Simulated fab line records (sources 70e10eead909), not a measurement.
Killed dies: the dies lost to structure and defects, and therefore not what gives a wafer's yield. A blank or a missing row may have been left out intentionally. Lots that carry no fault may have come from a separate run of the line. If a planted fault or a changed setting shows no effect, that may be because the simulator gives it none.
Which tool did it? + flow nandHarc + 36 wafers sampled from 12 lots at 1 step of a route of 1302

## WHAT THE GAUGES SHOWED, per wafer
NHARC_A_CHANNEL_HOLE_D1_INSPECT_12.
| lot  | measured     | on               | rawDefectCount |
|------|--------------|------------------|----------------|
| L075 | day 8 20:20  | defectInspect-02 | 4 6 4          |
| L077 | day 10 00:41 | defectInspect-01 | 6 8 4          |
| L079 | day 10 15:47 | defectInspect-02 | 4 5 5          |
| L080 | day 11 00:17 | defectInspect-02 | 4 4 6          |
| L084 | day 12 09:59 | defectInspect-02 | 3 3 2          |
| L085 | day 12 22:52 | defectInspect-01 | 6 7 4          |
| L088 | day 14 11:20 | defectInspect-01 | 8 2 3          |
| L089 | day 15 08:05 | defectInspect-02 | 6 3 3          |
| L091 | day 15 16:01 | defectInspect-01 | 3 3 9          |
| L093 | day 16 15:17 | defectInspect-02 | 2 5 3          |
| L095 | day 17 06:04 | defectInspect-02 | 3 8 3          |
| L097 | day 17 22:16 | defectInspect-02 | 6 6 3          |

## WHAT TOOL EACH LOT RAN ON (gives the tool, then ch and the chambers of the sampled wafers, and finally the start)
The record shows no process step preceding these readings.

## THE ANSWER, worked out from the rows above alone
Rule: usual is defined by the lots themselves. The widest of any qualifying gaps counts: lots, ordered by their means at a reading, are off when they make up no more than a third of the lots, leave a main group of 4 or more, and stand apart from it by 3 or more times the standard deviation of that group's means. A main group whose means are all the same, to the digits that the tables above print for the reading, isn't used. A lot without any number at a reading at which 4 lots or more have one is off too. Any other lot the step has rows for is counted as sound.
None of the lots is off at any reading shown; this tells nothing.

## WHAT HAD BEEN PUT IN BY THE SIMULATOR
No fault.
